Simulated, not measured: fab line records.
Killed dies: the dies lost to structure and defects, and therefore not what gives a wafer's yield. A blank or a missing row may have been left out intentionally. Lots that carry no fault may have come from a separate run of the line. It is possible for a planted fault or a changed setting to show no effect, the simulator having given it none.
fab line records    flow n5Finfet
record: lots: 24  wafers: 72  lastDay: 18
route steps=1938 shown BEOL_M1@793 BEOL_M2@855
lots that met no fault: taken from a fault-free run of the same line
startH: the number of hours between the record's first day and the start of the first shown wafer of the lot    waitH: hours elapsed since this lot's preceding step    " identical to the entry in the row above    L1.1+2: several wafers, shown together as one row    - no value, or no start given    * or withheld: withheld    < > ~ a bound
route shown NAME@n: a module of which the file shows steps, and the number in the route of the first    usual: mean/standard deviation of fault-free wafers    same: alike in all rows    chamber/n: place in a boat    sites: readings site by site    _std_site: standard deviation across them    _edge_site: inner sites' mean taken away from outer sites' mean    radiusMm: for every site, how far away it sits from the centre of the wafer    mask NAME#n: copy n    behind: the last tool/chamber to shape the wafer    hold: the reason the lot was held/the length of the hold in hours/how it ended    device: names the non-switching transistor (n, p or np)    end of line: the route-end tests of the same wafers    a step without rows: its recipe alone    killed: at the first sort, the dies lost to defects and structure; wafer yield is something else    map: shows each die of a wafer: x if killed, . if not, _ if none is there
set.NAME: the run value of the setting; set.NAME@STEP: its run value at that earlier step    model.NAME: the simulator's own value behind a step, which no gauge read
route steps across a sampled set of lots; one table per step, one row per wafer
services: when a tool's chamber went out of use (startH, in hours from the record's first day, below 0 if earlier), for how many hours, and the reason
== steps ==
step: N5_BEOL_M1_ETCHBACK_99
recipe: chemistry: CHF3  target: SiO2  targetDepthA: 50  timeS: 10.4  sourceW: 215  biasW: 47  Ar_flow_sccm: 200  CHF3_flow_sccm: 12  ionEnergyEv: 100  pressureMtorr: 30
usual: drypumpMotorCurrentA: 5.7/0.47  oesProductAu: 0.80/0.071  rfVppV: 239.3/2.8  showerheadPlenumPTorr: 2.16/0.08  throttleValvePct: 17.05/0.17
lot.wafer  tool        chamber  startH  waitH  drypumpMotorCurrentA  oesProductAu  rfHoursCounterH  rfVppV  showerheadPlenumPTorr  throttleValvePct
L074.2     rieDiel-03  0        128.03  6.1    5.4                   0.77          133              242.7   2.16                   17.24
L074.3     "           2        "       "      6.2                   0.87          55               241.6   2.18                   16.82
L074.4     "           0        "       "      5.4                   0.77          -                241.9   2.16                   17.22
L075.1     rieDiel-03  0        132.78  0.5    5.4                   0.77          135              242.9   2.16                   17.23
L075.2     "           1        "       "      6.0                   0.75          173              235.1   2.06                   17.08
L075.5     "           1        "       "      6.0                   0.75          -                233.6   2.06                   17.06
L076.2     rieDiel-04  1        141.24  0.9    5.4                   0.87          38               234.0   2.10                   17.32
L076.4     "           0        "       "      6.3                   0.75          164              238.6   2.14                   16.98
L076.5     "           1        "       "      5.3                   0.87          -                235.3   2.10                   17.33
L077.3     rieDiel-04  1        142.58  0.1    5.3                   0.87          39               235.6   2.11                   17.33
L077.5     "           3        "       "      6.0                   0.75          -                235.9   2.06                   16.99
L077.6     "           0        "       "      6.2                   0.74          -                239.9   2.14                   16.96
L078.1     rieDiel-04  0        151.17  2.3    6.3                   0.74          167              241.2   2.14                   16.97
L078.4     "           3        "       "      6.0                   0.75          158              233.9   2.06                   17.01
L078.5     "           2        "       "      4.8                   0.73          -                238.9   2.23                   16.90
L079.1     rieDiel-04  0        159.55  0.8    6.3                   0.74          168              240.7   2.14                   16.99
L079.3     "           1        "       "      5.4                   0.87          43               236.2   2.10                   17.34
L079.5     "           2        "       "      4.7                   0.74          -                240.7   2.23                   16.88
L080.2     rieDiel-03  2        162.46  0.7    6.2                   0.84          66               241.5   2.18                   16.84
L080.5     "           1        "       "      6.0                   0.74          -                234.9   2.06                   17.10
L080.6     "           0        "       "      5.4                   0.76          -                241.6   2.16                   17.24
L081.1     rieDiel-03  3        167.38  2.6    6.0                   0.96          11               240.6   2.30                   17.12
L081.2     "           1        "       "      6.0                   0.74          185              234.1   2.05                   17.09
L081.3     "           0        "       "      5.4                   0.76          147              241.9   2.16                   17.25
L084.1     rieDiel-03  2        182.05  1.3    6.2                   0.83          69               241.3   2.18                   16.84
L084.3     "           1        "       "      6.0                   0.73          190              235.6   2.05                   17.09
L084.6     "           3        "       "      6.1                   0.94          -                240.6   2.30                   17.14
L082.1     rieDiel-05  1        184.97  9.9    5.3                   0.88          56               239.6   2.28                   16.84
L082.3     "           0        "       "      6.4                   0.87          50               242.2   2.10                   17.22
L082.5     "           0        "       "      6.4                   0.88          -                240.6   2.10                   17.22
L083.2     rieDiel-04  0        188.72  2.2    6.3                   0.74          177              238.4   2.14                   16.99
L083.5     "           3        "       "      6.0                   0.75          -                234.2   2.05                   17.00
L083.6     "           2        "       "      4.8                   0.73          -                238.4   2.23                   16.92
L085.2     rieDiel-05  3        194.30  4.0    5.4                   0.70          235              237.7   2.13                   17.06
L085.5     "           0        "       "      6.4                   0.86          -                241.5   2.10                   17.24
L085.6     "           3        "       "      5.4                   0.70          -                237.6   2.13                   17.04
L086.3     rieDiel-04  3        201.38  5.3    6.0                   0.74          165              235.9   2.05                   17.00
L086.4     "           0        "       "      6.2                   0.75          181              240.0   2.14                   17.02
L086.5     "           2        "       "      4.8                   0.73          -                239.2   2.23                   16.91
L087.1     rieDiel-04  3        206.68  6.9    6.0                   0.74          166              235.8   2.05                   17.00
L087.4     "           2        "       "      4.8                   0.72          188              242.1   2.23                   16.92
L087.5     "           0        "       "      6.2                   0.73          -                240.0   2.14                   17.00
L088.2     rieDiel-05  3        211.34  5.7    5.4                   0.69          241              239.4   2.13                   17.07
L088.3     "           2        "       "      5.4                   0.86          78               243.0   2.26                   16.92
L088.5     "           2        "       "      5.4                   0.84          -                242.4   2.26                   16.92
L089.1     rieDiel-03  0        214.73  2.0    5.4                   0.75          161              242.8   2.15                   17.28
L089.2     "           1        "       "      6.0                   0.73          200              234.5   2.05                   17.12
L089.4     "           2        "       "      6.1                   0.82          79               240.3   2.17                   16.86
L090.1     rieDiel-03  3        225.88  5.7    6.1                   0.91          28               242.1   2.30                   17.17
L090.2     "           2        "       "      6.2                   0.82          82               240.7   2.17                   16.86
L090.3     "           0        "       "      5.4                   0.75          164              242.0   2.15                   17.29
L091.3     rieDiel-05  1        230.46  5.5    5.3                   0.85          70               240.3   2.27                   16.88
L091.4     "           3        "       "      5.3                   0.68          246              238.9   2.13                   17.08
L091.6     "           2        "       "      5.4                   0.85          -                243.7   2.26                   16.93
L092.4     rieDiel-05  2        237.65  3.5    5.5                   0.84          86               241.4   2.26                   16.94
L092.5     "           1        "       "      5.3                   0.86          -                237.0   2.27                   16.86
L092.6     "           0        "       "      6.3                   0.84          -                241.9   2.09                   17.25
L093.1     rieDiel-05  2        240.66  0.4    5.4                   0.84          87               243.2   2.26                   16.92
L093.4     "           1        "       "      5.3                   0.85          73               240.4   2.27                   16.87
L093.6     "           1        "       "      5.3                   0.86          -                239.8   2.27                   16.87
L094.1     rieDiel-03  3        245.32  1.9    6.1                   0.91          35               242.3   2.30                   17.17
L094.2     "           2        "       "      6.2                   0.81          88               241.4   2.17                   16.87
L094.3     "           1        "       "      6.0                   0.71          209              235.4   2.05                   17.13
L095.1     rieDiel-03  1        252.50  2.5    6.0                   0.72          212              236.2   2.05                   17.14
L095.2     "           3        "       "      6.1                   0.90          37               240.5   2.29                   17.17
L095.3     "           0        "       "      5.4                   0.74          173              241.5   2.15                   17.30
L096.1     rieDiel-05  1        255.69  1.8    5.3                   0.85          79               240.5   2.27                   16.88
L096.3     "           0        "       "      6.3                   0.84          73               241.5   2.09                   17.26
L096.4     "           0        "       "      6.3                   0.84          -                240.5   2.09                   17.29
L097.1     rieDiel-05  0        273.75  9.7    6.3                   0.82          80               241.1   2.09                   17.30
L097.3     "           3        "       "      5.3                   0.98          1                238.7   2.12                   16.64
L097.6     "           3        "       "      5.3                   0.98          -                239.2   2.12                   16.67
step: N5_BEOL_M1_PRE_CLEAN_45
recipe: gas: H2/He  timeS: 30  tempC: 250
usual: heaterPowerW: 301/38
lot.wafer  tool           chamber  startH  waitH  heaterPowerW
L074.2     pvdSputter-01  -        129.97  0.0    248
L074.3     "              -        "       "      361
L074.4     "              -        "       "      259
L075.1     pvdSputter-03  -        133.87  0.0    288
L075.2     "              -        "       "      296
L075.5     "              -        "       "      262
L076.2     pvdSputter-01  -        142.47  0.0    374
L076.4     "              -        "       "      313
L076.5     "              -        "       "      362
L077.3     pvdSputter-01  -        143.68  0.0    371
L077.5     "              -        "       "      248
L077.6     "              -        "       "      322
L078.1     pvdSputter-01  -        152.31  0.0    367
L078.4     "              -        "       "      255
L078.5     "              -        "       "      366
L079.1     pvdSputter-02  -        160.55  0.0    302
L079.3     "              -        "       "      343
L079.5     "              -        "       "      333
L080.2     pvdSputter-03  -        163.43  0.0    325
L080.5     "              -        "       "      288
L080.6     "              -        "       "      327
L081.1     pvdSputter-01  -        168.20  0.0    372
L081.2     "              -        "       "      258
L081.3     "              -        "       "      248
L084.1     pvdSputter-03  -        183.29  0.0    302
L084.3     "              -        "       "      321
L084.6     "              -        "       "      267
L082.1     pvdSputter-02  -        186.02  0.0    334
L082.3     "              -        "       "      342
L082.5     "              -        "       "      339
L083.2     pvdSputter-02  -        189.64  0.0    327
L083.5     "              -        "       "      308
L083.6     "              -        "       "      335
L085.2     pvdSputter-01  -        195.46  0.0    250
L085.5     "              -        "       "      321
L085.6     "              -        "       "      380
L086.3     pvdSputter-03  -        202.68  0.0    323
L086.4     "              -        "       "      293
L086.5     "              -        "       "      290
L087.1     pvdSputter-03  -        207.51  0.0    323
L087.4     "              -        "       "      277
L087.5     "              -        "       "      288
L088.2     pvdSputter-03  -        212.25  0.0    295
L088.3     "              -        "       "      264
L088.5     "              -        "       "      269
L089.1     pvdSputter-03  -        215.77  0.0    261
L089.2     "              -        "       "      294
L089.4     "              -        "       "      331
L090.1     pvdSputter-01  -        226.80  0.0    248
L090.2     "              -        "       "      320
L090.3     "              -        "       "      264
L091.3     pvdSputter-01  -        232.05  0.0    319
L091.4     "              -        "       "      247
L091.6     "              -        "       "      316
L092.4     pvdSputter-03  -        238.68  0.0    298
L092.5     "              -        "       "      305
L092.6     "              -        "       "      263
L093.1     pvdSputter-01  -        241.83  0.0    375
L093.4     "              -        "       "      256
L093.6     "              -        "       "      316
L094.1     pvdSputter-01  -        246.45  0.0    248
L094.2     "              -        "       "      314
L094.3     "              -        "       "      368
L095.1     pvdSputter-03  -        253.54  0.0    265
L095.2     "              -        "       "      298
L095.3     "              -        "       "      290
L096.1     pvdSputter-03  -        256.69  0.0    324
L096.3     "              -        "       "      268
L096.4     "              -        "       "      299
L097.1     pvdSputter-01  -        274.80  0.0    368
L097.3     "              -        "       "      251
L097.6     "              -        "       "      312
step: N5_BEOL_M1_SPUTTER_86
recipe: material: Cu  targetThkA: 45  tempC: -20  chamberPressurePa: 0.07  powerW: withheld  timeS: 8.29
usual: throttleValvePct: 30.2/1.1
lot.wafer  tool           chamber  startH  waitH  throttleValvePct
L074.2     pvdSputter-02  -        131.26  0.1    30.5
L074.3     "              -        "       "      28.2
L074.4     "              -        "       "      30.5
L075.1     pvdSputter-02  -        135.30  0.1    30.6
L075.2     "              -        "       "      30.6
L075.5     "              -        "       "      30.8
L076.2     pvdSputter-03  -        143.67  0.1    31.8
L076.4     "              -        "       "      29.0
L076.5     "              -        "       "      31.9
L077.3     pvdSputter-03  -        146.13  0.1    29.0
L077.5     "              -        "       "      32.7
L077.6     "              -        "       "      30.1
L078.1     pvdSputter-03  -        155.49  0.1    28.9
L078.4     "              -        "       "      32.6
L078.5     "              -        "       "      31.9
L079.1     pvdSputter-01  -        162.02  0.1    30.0
L079.3     "              -        "       "      30.0
L079.5     "              -        "       "      30.4
L080.2     pvdSputter-01  -        164.68  0.1    30.1
L080.5     "              -        "       "      30.3
L080.6     "              -        "       "      30.2
L081.1     pvdSputter-01  -        169.78  0.1    30.4
L081.2     "              -        "       "      30.1
L081.3     "              -        "       "      29.1
L084.1     pvdSputter-03  -        184.51  0.1    28.9
L084.3     "              -        "       "      31.8
L084.6     "              -        "       "      28.9
L082.1     pvdSputter-02  -        187.32  0.1    30.0
L082.3     "              -        "       "      30.7
L082.5     "              -        "       "      30.6
L083.2     pvdSputter-03  -        190.89  0.1    32.1
L083.5     "              -        "       "      29.0
L083.6     "              -        "       "      32.6
L085.2     pvdSputter-01  -        196.77  0.1    30.0
L085.5     "              -        "       "      30.2
L085.6     "              -        "       "      28.9
L086.3     pvdSputter-01  -        205.70  0.1    30.0
L086.4     "              -        "       "      30.2
L086.5     "              -        "       "      30.2
L087.1     pvdSputter-01  -        208.68  0.1    30.5
L087.4     "              -        "       "      29.9
L087.5     "              -        "       "      30.2
L088.2     pvdSputter-01  -        213.56  0.1    29.2
L088.3     "              -        "       "      29.9
L088.5     "              -        "       "      30.1
L089.1     pvdSputter-01  -        217.50  0.1    29.9
L089.2     "              -        "       "      29.2
L089.4     "              -        "       "      30.0
L090.1     pvdSputter-02  -        228.07  0.1    30.3
L090.2     "              -        "       "      30.5
L090.3     "              -        "       "      28.2
L091.3     pvdSputter-03  -        233.38  0.1    32.8
L091.4     "              -        "       "      30.2
L091.6     "              -        "       "      29.0
L092.4     pvdSputter-01  -        239.97  0.1    29.3
L092.5     "              -        "       "      29.3
L092.6     "              -        "       "      30.1
L093.1     pvdSputter-01  -        243.17  0.1    29.9
L093.4     "              -        "       "      30.4
L093.6     "              -        "       "      29.3
L094.1     pvdSputter-01  -        247.79  0.1    30.2
L094.2     "              -        "       "      29.2
L094.3     "              -        "       "      30.2
L095.1     pvdSputter-01  -        254.75  0.1    29.3
L095.2     "              -        "       "      30.2
L095.3     "              -        "       "      30.2
L096.1     pvdSputter-03  -        257.86  0.1    29.9
L096.3     "              -        "       "      31.8
L096.4     "              -        "       "      29.1
L097.1     pvdSputter-02  -        276.03  0.1    30.5
L097.3     "              -        "       "      28.3
L097.6     "              -        "       "      28.5
step: N5_BEOL_M1_ANNEAL_87
recipe: tempC: 400  timeS: 240  ambient: vacuum
usual: heaterPowerW: 752/96  susceptor_temp_C_max: 401.0/0.41
lot.wafer  tool           chamber  startH  waitH  heaterPowerW  susceptor_temp_C_max
L074.2     pvdSputter-02  -        131.34  0.0    740           400.1
L074.3     "              -        "       "      769           402.1
L074.4     "              -        "       "      848           401.5
L075.1     pvdSputter-02  -        135.38  0.0    830           401.7
L075.2     "              -        "       "      828           400.6
L075.5     "              -        "       "      760           400.5
L076.2     pvdSputter-03  -        143.75  0.0    810           400.9
L076.4     "              -        "       "      701           400.7
L076.5     "              -        "       "      804           401.4
L077.3     pvdSputter-03  -        146.21  0.0    701           401.0
L077.5     "              -        "       "      644           400.5
L077.6     "              -        "       "      730           401.1
L078.1     pvdSputter-03  -        155.57  0.0    713           400.3
L078.4     "              -        "       "      646           401.0
L078.5     "              -        "       "      811           400.5
L079.1     pvdSputter-01  -        162.10  0.0    784           400.7
L079.3     "              -        "       "      628           400.4
L079.5     "              -        "       "      919           400.8
L080.2     pvdSputter-01  -        164.76  0.0    776           400.8
L080.5     "              -        "       "      924           400.6
L080.6     "              -        "       "      787           400.5
L081.1     pvdSputter-01  -        169.86  0.0    626           400.6
L081.2     "              -        "       "      802           400.8
L081.3     "              -        "       "      642           401.3
L084.1     pvdSputter-03  -        184.59  0.0    714           401.0
L084.3     "              -        "       "      838           401.0
L084.6     "              -        "       "      722           401.0
L082.1     pvdSputter-02  -        187.40  0.0    822           401.8
L082.3     "              -        "       "      754           400.8
L082.5     "              -        "       "      821           402.2
L083.2     pvdSputter-03  -        190.97  0.0    789           400.5
L083.5     "              -        "       "      711           400.9
L083.6     "              -        "       "      656           400.5
L085.2     pvdSputter-01  -        196.85  0.0    792           400.5
L085.5     "              -        "       "      611           400.7
L085.6     "              -        "       "      664           401.1
L086.3     pvdSputter-01  -        205.78  0.0    788           400.9
L086.4     "              -        "       "      630           400.9
L086.5     "              -        "       "      637           401.0
L087.1     pvdSputter-01  -        208.76  0.0    938           400.8
L087.4     "              -        "       "      615           400.5
L087.5     "              -        "       "      925           401.0
L088.2     pvdSputter-01  -        213.64  0.0    665           401.3
L088.3     "              -        "       "      614           400.7
L088.5     "              -        "       "      936           400.9
L089.1     pvdSputter-01  -        217.58  0.0    789           401.0
L089.2     "              -        "       "      659           401.5
L089.4     "              -        "       "      622           400.9
L090.1     pvdSputter-02  -        228.15  0.0    832           400.5
L090.2     "              -        "       "      751           400.4
L090.3     "              -        "       "      758           401.5
L091.3     pvdSputter-03  -        233.46  0.0    644           400.6
L091.4     "              -        "       "      742           401.3
L091.6     "              -        "       "      693           400.6
L092.4     pvdSputter-01  -        240.05  0.0    668           401.4
L092.5     "              -        "       "      646           400.9
L092.6     "              -        "       "      613           400.9
L093.1     pvdSputter-01  -        243.25  0.0    793           400.3
L093.4     "              -        "       "      620           400.9
L093.6     "              -        "       "      659           400.9
L094.1     pvdSputter-01  -        247.87  0.0    771           400.6
L094.2     "              -        "       "      660           401.4
L094.3     "              -        "       "      629           401.2
L095.1     pvdSputter-01  -        254.83  0.0    666           401.1
L095.2     "              -        "       "      627           400.8
L095.3     "              -        "       "      897           401.0
L096.1     pvdSputter-03  -        257.94  0.0    724           401.5
L096.3     "              -        "       "      790           400.9
L096.4     "              -        "       "      715           400.5
L097.1     pvdSputter-02  -        276.11  0.0    752           400.9
L097.3     "              -        "       "      760           402.1
L097.6     "              -        "       "      762           401.8
step: N5_BEOL_M1_THK_MEAS_53
recipe: thkMeasGauge: xrf  reads: Cu_of_BEOL_M1_ECD_50
usual: M1_THK: 40.1/1.4
lot.wafer  tool          chamber  startH  waitH  M1_THK[nm]
L074.2     filmMetro-01  -        133.15  -      37.9
L074.3     "             -        "       "      38.7
L074.4     "             -        "       "      39.7
L075.1     filmMetro-02  -        137.20  -      39.8
L075.2     "             -        "       "      39.4
L075.5     "             -        "       "      39.9
L076.2     filmMetro-02  -        145.57  -      38.4
L076.4     "             -        "       "      39.1
L076.5     "             -        "       "      38.9
L077.3     filmMetro-02  -        148.05  -      38.0
L077.5     "             -        "       "      41.3
L077.6     "             -        "       "      40.0
L078.1     filmMetro-02  -        157.38  -      37.9
L078.4     "             -        "       "      40.9
L078.5     "             -        "       "      38.9
L079.1     filmMetro-02  -        163.91  -      38.9
L079.3     "             -        "       "      41.7
L079.5     "             -        "       "      40.1
L080.2     filmMetro-02  -        166.57  -      40.5
L080.5     "             -        "       "      40.5
L080.6     "             -        "       "      43.1
L081.1     filmMetro-02  -        171.70  -      40.2
L081.2     "             -        "       "      39.6
L081.3     "             -        "       "      39.0
L084.1     filmMetro-01  -        186.42  -      39.5
L084.3     "             -        "       "      38.9
L084.6     "             -        "       "      39.6
L082.1     filmMetro-01  -        189.27  -      38.6
L082.3     "             -        "       "      39.2
L082.5     "             -        "       "      39.6
L083.2     filmMetro-01  -        192.78  -      40.0
L083.5     "             -        "       "      41.1
L083.6     "             -        "       "      38.9
L085.2     filmMetro-01  -        198.66  -      39.2
L085.5     "             -        "       "      39.7
L085.6     "             -        "       "      41.3
L086.3     filmMetro-01  -        207.59  -      39.2
L086.4     "             -        "       "      43.0
L086.5     "             -        "       "      42.9
L087.1     filmMetro-02  -        210.65  -      40.1
L087.4     "             -        "       "      41.8
L087.5     "             -        "       "      39.9
L088.2     filmMetro-02  -        215.45  -      38.8
L088.3     "             -        "       "      40.1
L088.5     "             -        "       "      40.7
L089.1     filmMetro-01  -        219.39  -      37.5
L089.2     "             -        "       "      37.0
L089.4     "             -        "       "      39.7
L090.1     filmMetro-02  -        230.28  -      37.0
L090.2     "             -        "       "      37.2
L090.3     "             -        "       "      37.2
L091.3     filmMetro-02  -        235.30  -      38.5
L091.4     "             -        "       "      41.6
L091.6     "             -        "       "      38.7
L092.4     filmMetro-02  -        241.86  -      39.8
L092.5     "             -        "       "      40.8
L092.6     "             -        "       "      39.7
L093.1     filmMetro-02  -        245.07  -      41.9
L093.4     "             -        "       "      42.3
L093.6     "             -        "       "      41.3
L094.1     filmMetro-01  -        249.71  -      40.5
L094.2     "             -        "       "      40.4
L094.3     "             -        "       "      41.3
L095.1     filmMetro-01  -        256.64  -      39.5
L095.2     "             -        "       "      39.4
L095.3     "             -        "       "      42.2
L096.1     filmMetro-01  -        259.75  -      39.2
L096.3     "             -        "       "      41.1
L096.4     "             -        "       "      40.7
L097.1     filmMetro-01  -        277.91  -      41.8
L097.3     "             -        "       "      39.9
L097.6     "             -        "       "      41.2
step: N5_BEOL_M2_OVL_MEAS_12
recipe: pointsPerWafer: 522
usual: M2_OVL: -0.2/0.72
lot.wafer  tool        chamber  startH  waitH  M2_OVL[nm]
L074.2     overlay-01  0        135.00  0.0    -0.1
L074.3     "           0        "       "      0.1
L074.4     "           0        "       "      -0.4
L075.1     overlay-02  0        138.60  0.0    -0.8
L075.2     "           0        "       "      0.9
L075.5     "           0        "       "      -0.8
L076.2     overlay-02  0        147.09  0.0    0.8
L076.4     "           0        "       "      -1.3
L076.5     "           0        "       "      -0.3
L077.3     overlay-01  0        150.18  0.0    1.6
L077.5     "           0        "       "      1.6
L077.6     "           0        "       "      0.2
L078.1     overlay-02  0        160.30  0.0    -1.3
L078.4     "           0        "       "      -0.2
L078.5     "           0        "       "      -0.1
L079.1     overlay-01  0        167.82  0.0    -0.8
L079.3     "           0        "       "      -0.3
L079.5     "           0        "       "      -0.2
L080.2     overlay-01  0        168.46  0.0    -1.0
L080.5     "           0        "       "      -0.3
L080.6     "           0        "       "      -1.0
L081.1     overlay-01  0        173.72  0.0    -0.6
L081.2     "           0        "       "      0.3
L081.3     "           0        "       "      -1.2
L084.1     overlay-01  0        189.14  0.0    -0.6
L084.3     "           0        "       "      -0.6
L084.6     "           0        "       "      -0.2
L082.1     overlay-02  0        190.77  0.0    0.5
L082.3     "           0        "       "      0.4
L082.5     "           0        "       "      0.8
L083.2     overlay-01  0        193.72  0.0    0.0
L083.5     "           0        "       "      -0.4
L083.6     "           0        "       "      -1.0
L085.2     overlay-01  0        199.78  0.0    1.1
L085.5     "           0        "       "      -1.1
L085.6     "           0        "       "      0.8
L086.3     overlay-02  0        208.65  0.0    -0.9
L086.4     "           0        "       "      -1.4
L086.5     "           0        "       "      0.0
L087.1     overlay-02  0        212.33  0.0    -0.3
L087.4     "           0        "       "      0.1
L087.5     "           0        "       "      -1.2
L088.2     overlay-02  0        218.44  0.0    0.3
L088.3     "           0        "       "      1.1
L088.5     "           0        "       "      0.3
L089.1     overlay-01  0        222.98  0.0    1.1
L089.2     "           0        "       "      -0.1
L089.4     "           0        "       "      -0.6
L090.1     overlay-01  0        232.46  0.0    1.2
L090.2     "           0        "       "      0.8
L090.3     "           0        "       "      -0.2
L091.3     overlay-02  0        238.40  0.0    -0.3
L091.4     "           0        "       "      -0.6
L091.6     "           0        "       "      -0.3
L092.4     overlay-01  0        243.06  0.0    0.7
L092.5     "           0        "       "      0.1
L092.6     "           0        "       "      0.4
L093.1     overlay-01  0        246.73  0.0    -0.1
L093.4     "           0        "       "      0.5
L093.6     "           0        "       "      -0.1
L094.1     overlay-02  0        252.23  0.0    -1.0
L094.2     "           0        "       "      -0.2
L094.3     "           0        "       "      -0.2
L095.1     overlay-01  0        257.67  0.0    0.5
L095.2     "           0        "       "      -1.1
L095.3     "           0        "       "      -0.6
L096.1     overlay-01  0        260.86  0.0    -1.9
L096.3     "           0        "       "      -0.9
L096.4     "           0        "       "      -1.1
L097.1     overlay-01  0        279.72  0.0    0.1
L097.3     "           0        "       "      0.2
L097.6     "           0        "       "      0.1
== services ==
tool           chamber  startH  hours  kind
rieDiel-03     3        114.50  -      clean
rieDiel-03     3        114.50  -      consumableReplace:focusRing
rieDiel-03     3        114.50  -      consumableReplace:showerhead
rieDiel-03     3        114.50  19.1   scheduledDown
rieDiel-03     3        114.50  19.1   ventCycle
rieDiel-04     3        158.32  14.6   repair
rieDiel-03     2        166.17  6.7    repair
pvdSputter-03  -        168.44  10.5   repair
rieDiel-04     3        193.36  5.3    repair
rieDiel-04     3        210.71  1.6    repair
rieDiel-05     3        242.10  -      clean
rieDiel-05     3        242.10  -      consumableReplace:focusRing
rieDiel-05     3        242.10  27.1   scheduledDown
rieDiel-05     3        242.10  27.1   ventCycle
rieDiel-05     1        245.40  1.7    repair
rieDiel-04     2        270.32  2.7    repair
== key ==
fault none
